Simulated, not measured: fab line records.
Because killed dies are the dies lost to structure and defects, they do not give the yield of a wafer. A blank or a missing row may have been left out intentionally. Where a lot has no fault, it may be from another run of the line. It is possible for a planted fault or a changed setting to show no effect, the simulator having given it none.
What tool caused it?    flow n5-finfet    Sampling: 12 lots, 36 wafers, 5 of 1938 route steps

== WHAT THE GAUGES SHOWED, per wafer ==
No reading from a measuring or inspecting step in the record can be judged against a usual standard deviation.

== TOOL THAT RAN EACH LOT (tool first, then ch and the chambers of the sampled wafers, then the start) ==
lot   N5_BEOL_M5_SURFACE_TREAT_87   N5_BEOL_M5_ANNEAL_84          N5_BEOL_M5_SPUTTER_88         N5_BEOL_M5_CO_CAP_78              N5_PASSIVATION_PROBE_49
L695  pvd-sputter-01, day 9 02:20   pvd-sputter-01, day 9 04:59   pvd-sputter-01, day 9 05:59   cvd-co-02 ch 0,1,2, day 9 07:57   -
L696  pvd-sputter-03, day 9 09:09   pvd-sputter-02, day 9 11:38   pvd-sputter-02, day 9 12:38   cvd-co-01 ch 0,1,2, day 9 14:43   -
L697  pvd-sputter-02, day 9 19:11   pvd-sputter-03, day 9 21:39   pvd-sputter-03, day 9 22:40   cvd-co-01 ch 0,1, day 10 00:37    -
L698  pvd-sputter-03, day 10 01:44  pvd-sputter-03, day 10 04:16  pvd-sputter-03, day 10 05:16  cvd-co-01 ch 0,1,2, day 10 07:25  -
L700  pvd-sputter-02, day 10 04:52  pvd-sputter-02, day 10 07:38  pvd-sputter-02, day 10 08:38  cvd-co-01 ch 0,1,2, day 10 10:35  -
L701  pvd-sputter-03, day 10 15:48  pvd-sputter-03, day 10 18:17  pvd-sputter-03, day 10 19:18  cvd-co-02 ch 0,1, day 10 22:32    -
L703  pvd-sputter-02, day 11 14:08  pvd-sputter-02, day 11 16:40  pvd-sputter-02, day 11 17:40  cvd-co-02 ch 0,1, day 11 19:41    -
L708  pvd-sputter-03, day 12 11:44  pvd-sputter-03, day 12 14:28  pvd-sputter-03, day 12 15:28  cvd-co-02 ch 0,2, day 12 18:00    -
L709  pvd-sputter-03, day 12 17:29  pvd-sputter-01, day 12 20:15  pvd-sputter-01, day 12 21:23  cvd-co-02 ch 0,1,2, day 12 23:29  prober-01, day 16 13:05
L710  pvd-sputter-03, day 12 21:14  pvd-sputter-02, day 12 23:48  pvd-sputter-02, day 13 00:49  cvd-co-01 ch 0,1,2, day 13 02:46  -
L713  pvd-sputter-01, day 13 13:53  pvd-sputter-01, day 13 16:23  pvd-sputter-01, day 13 17:23  cvd-co-01 ch 0,2, day 13 19:36    -
L714  pvd-sputter-03, day 14 03:47  pvd-sputter-02, day 14 07:16  pvd-sputter-02, day 14 08:16  cvd-co-02 ch 0,1,2, day 14 10:14  -
- N5_BEOL_M5_SURFACE_TREAT_87
- N5_BEOL_M5_ANNEAL_84: time 1800 s.
- N5_BEOL_M5_SPUTTER_88: material Cu, target thk 15 nm, time 27.62 s.
- N5_BEOL_M5_CO_CAP_78: material Co, precursor CCTBA/H2, target thk 2 nm, time 102.1 s.
- N5_PASSIVATION_PROBE_49

== AS READ BY THE TOOLS THEMSELVES (means over the sampled wafers that have a number; for cases with no such wafer, the mark the record gives instead) ==
N5_BEOL_M5_ANNEAL_84.
lot   tool            heater-power-w (W)  susceptor-temp-C (C)
L695  pvd-sputter-01  894                 399.92
L696  pvd-sputter-02  780                 399.68
L697  pvd-sputter-03  852                 400.02
L698  pvd-sputter-03  -                   -
L700  pvd-sputter-02  -                   -
L701  pvd-sputter-03  -                   -
L703  pvd-sputter-02  718                 399.91
L708  pvd-sputter-03  844                 400.15
L709  pvd-sputter-01  819                 399.82
L710  pvd-sputter-02  730                 399.68
L713  pvd-sputter-01  924                 400.10
L714  pvd-sputter-02  751                 400.24

N5_BEOL_M5_SPUTTER_88.
lot   tool            susceptor-temp-C (C)  throttle-valve-pct (%)
L695  pvd-sputter-01  -19.91                29.4
L696  pvd-sputter-02  -19.93                29.8
L697  pvd-sputter-03  -20.05                29.7
L698  pvd-sputter-03  -20.07                30.5
L700  pvd-sputter-02  -19.96                30.4
L701  pvd-sputter-03  -19.94                30.3
L703  pvd-sputter-02  -20.04                30.4
L708  pvd-sputter-03  -20.01                29.9
L709  pvd-sputter-01  -20.02                27.8
L710  pvd-sputter-02  -19.99                30.0
L713  pvd-sputter-01  -20.03                30.1
L714  pvd-sputter-02  -19.96                29.9

N5_BEOL_M5_CO_CAP_78.
lot   tool       heater-power-w (W)  susceptor-temp-C (C)
L695  cvd-co-02  263                 200.00
L696  cvd-co-01  234                 200.06
L697  cvd-co-01  252                 200.09
L698  cvd-co-01  237                 199.89
L700  cvd-co-01  235                 199.93
L701  cvd-co-02  290                 200.12
L703  cvd-co-02  275                 200.04
L708  cvd-co-02  248                 200.03
L709  cvd-co-02  263                 199.98
L710  cvd-co-01  232                 199.79
L713  cvd-co-01  237                 199.87
L714  cvd-co-02  267                 199.87

N5_PASSIVATION_PROBE_49.
lot   tool       defect-limited-yield (%)  killed_at_M0_to_M3  killed_at_M4_up  killed-at-contacts  killed-at-front-end  killed-at-other  killed-dies  killed-open  killed-short  sort_bin_5_function (%)  sort_bin_6_memory (%)  sort-n-pass  sort-yield-pct (%)
L709  prober-01  91.5                      40                  12               5                   35                   8.0              100          47           52            5.5                      2.6                    1080         91.5

== THE ANSWER, worked out from the rows above alone ==
Rule: what is usual is taken from the lots themselves. Put in order of their means at a reading, lots are off if they are a third of the lots or fewer, leave a main group of 4 or more, and stand apart from it by a gap of 3 or more times the standard deviation of the main group's means; of several such gaps the widest counts. A main group is skipped when, at the precision printed for the reading in the tables above, its means are all equal. A lot without any number at a reading at which 4 lots or more have one is off too. The other lots that the step has rows for count as sound. Order of review: gauges by route order, followed by the tools' own readings, for which a lot's mean as printed above is used. The first step at which some lot is off is used, and at that step the reading that is off furthest; a lot without a number counts as furthest.
Off: L698, L700, L701, at N5_BEOL_M5_ANNEAL_84 (heater-power-w). Without a number there: L698, L700, L701. Main group: mean 812 W, sd 69.
A tool fits if, at that step or a process step before it, it ran every lot that is off, and no sound lot after the first of them. Not one of the candidates tried fits.

== WHAT THE SIMULATOR PUT IN ==
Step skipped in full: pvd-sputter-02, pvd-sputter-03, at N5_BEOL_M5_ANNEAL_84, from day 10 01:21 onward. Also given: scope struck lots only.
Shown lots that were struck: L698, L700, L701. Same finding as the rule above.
